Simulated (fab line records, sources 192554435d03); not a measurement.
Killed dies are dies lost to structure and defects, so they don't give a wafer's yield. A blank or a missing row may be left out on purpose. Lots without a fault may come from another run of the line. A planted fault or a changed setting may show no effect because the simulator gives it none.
Chamber matching | flow n5_finfet | N5_BEOL_M7_ILD_DEP_00 on pecvd-03: 3 sister chambers
The step deposits SiCOH lowk from DEMS/porogen, target thk 179.75 nm, time 33.4 s. 6 wafers are shown with their chamber, then 12 later ones without.

WAFERS WITH THEIR CHAMBER
wafer  | chamber | throttle_valve_pct (%) | heater_power_w (W)
L086.5 | 2       | 12.1                   | 330
L087.5 | 0       | 14.4                   | 264
L087.6 | 1       | 14.7                   | 331
L089.2 | 1       | 14.4                   | 327
L089.5 | 2       | 12.1                   | 343
L089.6 | 0       | 14.2                   | 256

WAFERS WITHOUT THEIR CHAMBER
wafer  | throttle_valve_pct (%) | heater_power_w (W)
L090.2 | 12.1                   | 316
L090.3 | 14.3                   | 283
L090.5 | 14.3                   | 250
L092.2 | 14.7                   | 278
L092.4 | 14.4                   | 317
L092.5 | 12.4                   | 298
L094.2 | 14.2                   | 303
L094.3 | 12.5                   | 370
L094.5 | 14.5                   | 304
L097.3 | 14.5                   | 309
L097.4 | 14.5                   | 248
L097.6 | 14.3                   | 305

WHICH CHAMBER EACH WENT THROUGH
wafer  | from the rows above | in truth
L090.2 | 2                   | 2
L090.3 | 0                   | 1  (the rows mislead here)
L090.5 | 0                   | 0
L092.2 | 0                   | 0
L092.4 | 1                   | 1
L092.5 | 2                   | 2
L094.2 | 1                   | 1
L094.3 | 2                   | 2
L094.5 | 1                   | 1
L097.3 | 1                   | 1
L097.4 | 0                   | 0
L097.6 | 1                   | 1
Placed correctly: 11 of 12. Can't be placed from these rows: 0. Placed wrongly: 1.
How it was worked out, from the rows above alone: a wafer's distance from a chamber is the root of the sum, over the readings, of the square of ((its reading less the chamber's mean) divided by the reading's scatter). The wafer belongs to the nearest chamber; if the next one is less than 2 further off, it can't be placed. A chamber's mean is the mean of its shown wafers. The scatter: the root of (the sum of the squares of (reading less its chamber's mean) over the shown wafers, divided by (wafers less chambers)).
